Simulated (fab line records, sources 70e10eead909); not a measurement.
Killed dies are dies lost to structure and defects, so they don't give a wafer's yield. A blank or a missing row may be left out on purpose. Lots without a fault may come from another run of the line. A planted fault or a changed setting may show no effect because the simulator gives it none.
Which tool did it? | flow nand_harc | 11 lots, 33 wafers sampled, at 5 steps of a route of 1302

WHAT THE GAUGES READ, wafer by wafer
NHARC_END_SORT_01. Usual: defect_limited_yield 91.7 %, standard deviation 2.8; killed_at_array 52, standard deviation 19; killed_at_other 0.8, standard deviation 1; killed_at_periphery 3.7, standard deviation 2.5; killed_dies 56, standard deviation 19; killed_open 3.5, standard deviation 2; killed_short 2.2, standard deviation 1.4; sort_bin_2_pct 2.9 %, standard deviation 1.2; sort_bin_3_pct 0.6 %, standard deviation 0.36; sort_bin_4_pct 4.8 %, standard deviation 1.6; sort_n_pass 621, standard deviation 19; sort_rim_yield_pct 92 %, standard deviation 3.9; sort_yield_pct 91.7 %, standard deviation 2.8.
lot  | measured     | on        | defect_limited_yield (%) | killed_at_array | killed_at_other | killed_at_periphery | killed_dies | killed_open | killed_short | sort_bin_2_pct (%) | sort_bin_3_pct (%) | sort_bin_4_pct (%) | sort_n_pass | sort_rim_yield_pct (%) | sort_yield_pct (%) | flag
L877 | day 24 19:07 | prober-02 | 95.7 97.6 95.0           | 26 14 31        | 2 0 1           | 1 2 2               | 29 16 34    | 4 0 5       | 6 1 1        | 1.6 0.6 2.2        | 0 0.1 0.1          | 2.7 1.6 2.7        | 648 661 643 | 97 99 95               | 95.7 97.6 95.0     |
L884 | day 27 06:38 | prober-02 | 93.1 93.1 91.1           | 43 43 56        | 1 0 1           | 3 4 3               | 47 47 60    | 6 5 4       | 2 4 2        | 2.8 2.8 2.5        | 0.1 0.1 0.4        | 4.0 4.0 5.9        | 630 630 617 | 89 92 91               | 93.1 93.1 91.1     |
L886 | day 28 17:27 | prober-01 | 90.5 90.5 88.5           | 62 61 70        | 0 0 0           | 2 3 8               | 64 64 78    | 3 5 7       | 1 1 4        | 3.0 2.8 4.9        | 0.6 0.7 0.7        | 5.9 5.9 5.9        | 613 613 599 | 90 88 92               | 90.5 90.5 88.5     |
L894 | day 32 04:50 | prober-01 | 88.5 89.8 88.5           | 74 68 74        | 2 0 0           | 2 1 4               | 78 69 78    | 6 5 8       | 5 2 1        | 5.0 3.4 4.4        | 1.3 0.6 0.9        | 5.2 6.2 6.2        | 599 608 599 | 88 91 88               | 88.5 89.8 88.5     |

WHICH TOOL RAN EACH LOT (tool, then ch and the chambers of the sampled wafers, then the start)
lot  | NHARC_P_GATE_STRIP_76                | NHARC_P_CONTACT_CMP_24        | NHARC_P_M0_PVD_20            | NHARC_P_M1_ETCH_28
L878 | plasma_asher-02 ch 0,1, day 6 07:41  | cmp-01 ch 1,2,3, day 6 16:11  | pvd_sputter-03, day 6 18:40  | rie_diel-06 ch 0,2,3, no start
L877 | plasma_asher-01 ch 0,1, day 6 08:11  | cmp-04 ch 0,2,3, day 6 16:47  | pvd_sputter-01, day 6 19:18  | rie_diel-05 ch 1,2,3, day 24 19:07 or earlier
L880 | plasma_asher-01 ch 0,1, day 7 07:01  | cmp-01 ch 1,2,3, day 7 15:22  | pvd_sputter-02, day 7 17:47  | rie_diel-05 ch 0,1,3, no start
L881 | plasma_asher-02 ch 0,1, day 7 15:29  | cmp-04 ch 1,2,3, day 8 00:38  | pvd_sputter-02, day 8 03:14  | rie_diel-10 ch 1,2,3, no start
L884 | plasma_asher-02 ch 0,1, day 8 18:51  | cmp-01 ch 2,3, day 9 04:02    | pvd_sputter-02, day 9 06:37  | rie_diel-10 ch 1,2,3, day 27 06:38 or earlier
L883 | plasma_asher-01 ch 0,1, day 8 19:01  | cmp-03 ch 0,2,3, day 9 04:33  | pvd_sputter-03, day 9 07:10  | rie_diel-05 ch 0,1,2, no start
L885 | plasma_asher-01 ch 0, day 9 10:04    | cmp-04 ch 0,3, day 9 18:37    | pvd_sputter-01, day 9 21:10  | rie_diel-06 ch 0,1, no start
L886 | plasma_asher-01 ch 0,1, day 9 18:26  | cmp-03 ch 0,1, day 10 02:54   | pvd_sputter-01, day 10 05:41 | rie_diel-05 ch 0,1, day 28 17:27 or earlier
L893 | plasma_asher-01 ch 0,1, day 12 23:31 | cmp-03 ch 1,2,3, day 13 07:50 | pvd_sputter-02, day 13 10:22 | rie_diel-05 ch 1,2,3, no start
L894 | plasma_asher-02 ch 0,1, day 13 00:11 | cmp-04 ch 1,2,3, day 13 08:48 | pvd_sputter-03, day 13 11:47 | rie_diel-06 ch 0,1,3, day 32 04:50 or earlier
L895 | plasma_asher-02 ch 0,1, day 13 09:22 | cmp-01 ch 0,3, day 13 17:56   | pvd_sputter-02, day 13 20:22 | rie_diel-10 ch 1,2, no start
- NHARC_P_GATE_STRIP_76: strips in O2.
- NHARC_P_CONTACT_CMP_24: polishes, t overpolish 30 s, target thk 200 nm.
- NHARC_P_M0_PVD_20: deposits TaN, target thk 5 nm, time 8.06 s.
- NHARC_P_M1_ETCH_28: etches the open film in CF4/N2, target depth 30 nm, time 72.99 s.

WHAT THE TOOLS THEMSELVES READ (means of the sampled wafers that have a number; where no wafer has one, the mark that the record gives instead)
NHARC_P_GATE_STRIP_76. Usual: drypump_motor_current_A 5.9 A, standard deviation 0.61; heater_power_w 344 W, standard deviation 51.
lot  | tool            | drypump_motor_current_A (A) | heater_power_w (W) | flag
L878 | plasma_asher-02 | 6.0                         | 327                |
L877 | plasma_asher-01 | 5.4                         | 331                |
L880 | plasma_asher-01 | 5.4                         | 342                |
L881 | plasma_asher-02 | 6.1                         | 378                |
L884 | plasma_asher-02 | 6.0                         | 322                |
L883 | plasma_asher-01 | 5.4                         | 330                |
L885 | plasma_asher-01 | 4.9                         | 312                |
L886 | plasma_asher-01 | 5.5                         | 331                |
L893 | plasma_asher-01 | 5.4                         | 326                |
L894 | plasma_asher-02 | 6.1                         | 379                |
L895 | plasma_asher-02 | 6.1                         | 377                |

NHARC_P_CONTACT_CMP_24. Usual: motor_current_A 13.0 A, standard deviation 1.2; overpolish_run_s 30.000 s, standard deviation 0.0088; slurry_flow_ml_min 150.1, standard deviation 0.47; time_to_endpoint_s 40.3 s, standard deviation 2.4.
lot  | tool   | motor_current_A (A) | overpolish_run_s (s) | slurry_flow_ml_min | time_to_endpoint_s (s) | flag
L878 | cmp-01 | 12.5                | 29.996               | 150.0              | 38.3                   |
L877 | cmp-04 | 13.3                | 30.001               | 149.8              | 37.9                   |
L880 | cmp-01 | 12.6                | 29.998               | 150.1              | 40.2                   |
L881 | cmp-04 | 13.3                | 30.004               | 150.4              | 38.1                   |
L884 | cmp-01 | 12.5                | 29.995               | 149.9              | 39.6                   |
L883 | cmp-03 | 13.0                | 30.004               | 150.2              | 42.9                   |
L885 | cmp-04 | 13.1                | 30.000               | 150.7              | 43.1                   |
L886 | cmp-03 | 11.1                | 29.999               | 150.0              | 38.1                   |
L893 | cmp-03 | 12.3                | 30.010               | 149.9              | 35.5                   |
L894 | cmp-04 | 12.7                | 29.999               | 150.1              | 40.5                   |
L895 | cmp-01 | 14.1                | 30.005               | 150.2              | 42.6                   |

NHARC_P_M0_PVD_20. Usual: bias_v 168.5 V, standard deviation 1.7; throttle_valve_pct 29.9 %, standard deviation 0.81.
lot  | tool           | bias_v (V) | throttle_valve_pct (%) | flag
L878 | pvd_sputter-03 | 169.0      | 30.1                   |
L877 | pvd_sputter-01 | 167.2      | 30.4                   |
L880 | pvd_sputter-02 | 169.3      | 29.8                   |
L881 | pvd_sputter-02 | 170.0      | 29.7                   |
L884 | pvd_sputter-02 | 170.3      | 29.6                   |
L883 | pvd_sputter-03 | 168.0      | 30.9                   |
L885 | pvd_sputter-01 | 169.4      | 30.2                   |
L886 | pvd_sputter-01 | 168.2      | 30.4                   |
L893 | pvd_sputter-02 | 167.3      | 29.3                   |
L894 | pvd_sputter-03 | 168.0      | 29.5                   |
L895 | pvd_sputter-02 | 166.2      | 29.4                   |

NHARC_P_M1_ETCH_28. Usual: cf4_flow_sccm 50.00 sccm, standard deviation 0.15; chamber_pressure_mTorr 29.997 mTorr, standard deviation 0.027; drypump_motor_current_A 5.7 A, standard deviation 0.51; oes_product_au 0.999 a.u., standard deviation 0.0085; rf_vpp_V 313.4 V, standard deviation 2.4; showerhead_plenum_p_Torr 2.58 Torr, standard deviation 0.13; throttle_valve_pct 19.794 %, standard deviation 0.0082.
lot  | tool        | cf4_flow_sccm (sccm) | chamber_pressure_mTorr (mTorr) | drypump_motor_current_A (A) | oes_product_au (a.u.) | rf_vpp_V (V) | showerhead_plenum_p_Torr (Torr) | throttle_valve_pct (%) | flag
L878 | rie_diel-06 | 50.10                | 30.001                         | 5.6                         | 0.997                 | 314.2        | 2.61                            | 19.789                 |
L877 | rie_diel-05 | 50.02                | 30.004                         | 5.6                         | 1.004                 | 313.6        | 2.57                            | 19.793                 |
L880 | rie_diel-05 | 50.12                | 29.980                         | 5.3                         | 0.992                 | 313.8        | 2.61                            | 19.791                 |
L881 | rie_diel-10 | 50.01                | 30.016                         | 5.7                         | 0.998                 | 312.0        | 2.55                            | 19.799                 |
L884 | rie_diel-10 | 49.91                | 29.998                         | 5.7                         | 0.995                 | 312.1        | 2.55                            | 19.806                 |
L883 | rie_diel-05 | 50.00                | 29.992                         | 5.3                         | 1.006                 | 314.2        | 2.63                            | 19.800                 |
L885 | rie_diel-06 | 50.06                | 29.990                         | 5.6                         | 0.998                 | 311.0        | 2.52                            | 19.798                 |
L886 | rie_diel-05 | 49.87                | 29.988                         | 5.0                         | 1.011                 | 315.4        | 2.67                            | 19.789                 |
L893 | rie_diel-05 | 50.10                | 30.013                         | 5.6                         | 1.005                 | 314.3        | 2.57                            | 19.792                 |
L894 | rie_diel-06 | 50.14                | 30.008                         | 5.8                         | 0.999                 | 311.7        | 2.51                            | 19.791                 |
L895 | rie_diel-10 | 50.11                | 29.999                         | 5.6                         | 0.996                 | 313.2        | 2.55                            | 19.792                 |

THE ANSWER, worked out from the rows above alone
Rule: a lot is off if the mean of its wafers that have a number lies more than 3 standard deviations from the usual mean. A lot without any number at a reading at which 4 lots or more have one is off too. The other lots that the step has rows for count as sound. The gauges are gone through in route order, then the tools' own readings, and for those a lot's mean is taken as printed above. The first step at which some lot is off is used, and at that step the reading that is off furthest; a lot without a number counts as furthest.
No lot is off at any reading shown: from this, nothing can be told.

WHAT THE SIMULATOR HAD PUT IN
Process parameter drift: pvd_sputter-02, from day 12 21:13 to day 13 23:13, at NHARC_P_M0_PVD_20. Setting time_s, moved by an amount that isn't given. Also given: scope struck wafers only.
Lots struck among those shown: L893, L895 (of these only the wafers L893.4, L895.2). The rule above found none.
